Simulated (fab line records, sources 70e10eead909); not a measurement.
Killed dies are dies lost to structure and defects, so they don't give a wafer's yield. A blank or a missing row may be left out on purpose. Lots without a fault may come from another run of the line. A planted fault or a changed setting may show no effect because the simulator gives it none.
One fault seen from 2 desks | flow nand_harc | each desk has only its own numbers; what lay behind them comes last

THE DEFECT DESK
What the inspections along the route counted, lot by lot: means of the sampled wafers that have a number. A lot is out of limits, marked OUT, if its mean lies more than 4 standard deviations from the usual mean; the brackets give that distance.
Columns: A = raw_defect_count at NHARC_P_M2_INSPECT_11, usual 4.9
lot  | first seen here | A
L230 | day 6 22:58     | 2.3
L229 | day 6 23:39     | 5.3
L231 | day 7 11:10     | 3.0
L233 | day 8 09:13     | 4.7
L234 | day 8 15:01     | 2.3
L235 | day 8 23:01     | 3.0
L241 | day 11 06:24    | 6.7
L244 | day 12 10:54    | 8.0
L246 | day 13 10:26    | 2.3
L247 | day 13 20:32    | 7.0
L248 | day 14 05:21    | 3.0
L249 | day 15 00:08    | 8.0
L250 | day 15 04:40    | 8.3
This desk's finding: nothing out of limits on any of the 13 lots.

THE METROLOGY DESK
What the gauges read, lot by lot, whatever tool the lot ran on: means of the sampled wafers that have a number. A lot is out of limits, marked OUT, if its mean lies more than 4 standard deviations from the usual mean; the brackets give that distance.
Columns: A = cd_nm at NHARC_P_M2_CD_MEAS_09, usual 170.0 nm
lot  | first seen here | A
L230 | day 6 22:51     | 169.5
L229 | day 6 23:32     | 171.0
L231 | day 7 11:03     | 170.8
L233 | day 8 09:05     | 173.3 (+4.2) OUT
L234 | day 8 14:53     | 169.3
L235 | day 8 22:53     | 174.9 (+6.2) OUT
L241 | day 11 06:16    | 169.1
L244 | day 12 10:47    | 170.3
L246 | day 13 10:19    | 169.7
L247 | day 13 20:25    | 170.6
L248 | day 14 05:13    | 170.2
L249 | day 15 00:01    | 170.6
L250 | day 15 04:32    | 170.7
This desk's finding: out of limits on L233, L235; first on L233, day 8 09:05 (cd_nm at NHARC_P_M2_CD_MEAS_09). In limits: L230, L229, L231, L234, L241, L244, L246, L247, L248, L249, L250.

PUT TOGETHER
The metrology desk could have raised an alarm at day 8 09:05, on L233, L235.
The defect desk saw nothing out of limits.
The defect desk has L233, L235 on record, within its limits.
Of the lots named, all ran NHARC_P_M2_PEB_07 on litho_track-06.

WHAT THE SIMULATOR HAD PUT IN
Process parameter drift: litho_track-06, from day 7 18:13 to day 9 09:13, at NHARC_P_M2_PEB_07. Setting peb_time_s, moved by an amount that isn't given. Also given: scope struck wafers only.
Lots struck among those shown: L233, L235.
Hours from the fault's start to each desk's first reading out of limits: the metrology desk, 15.
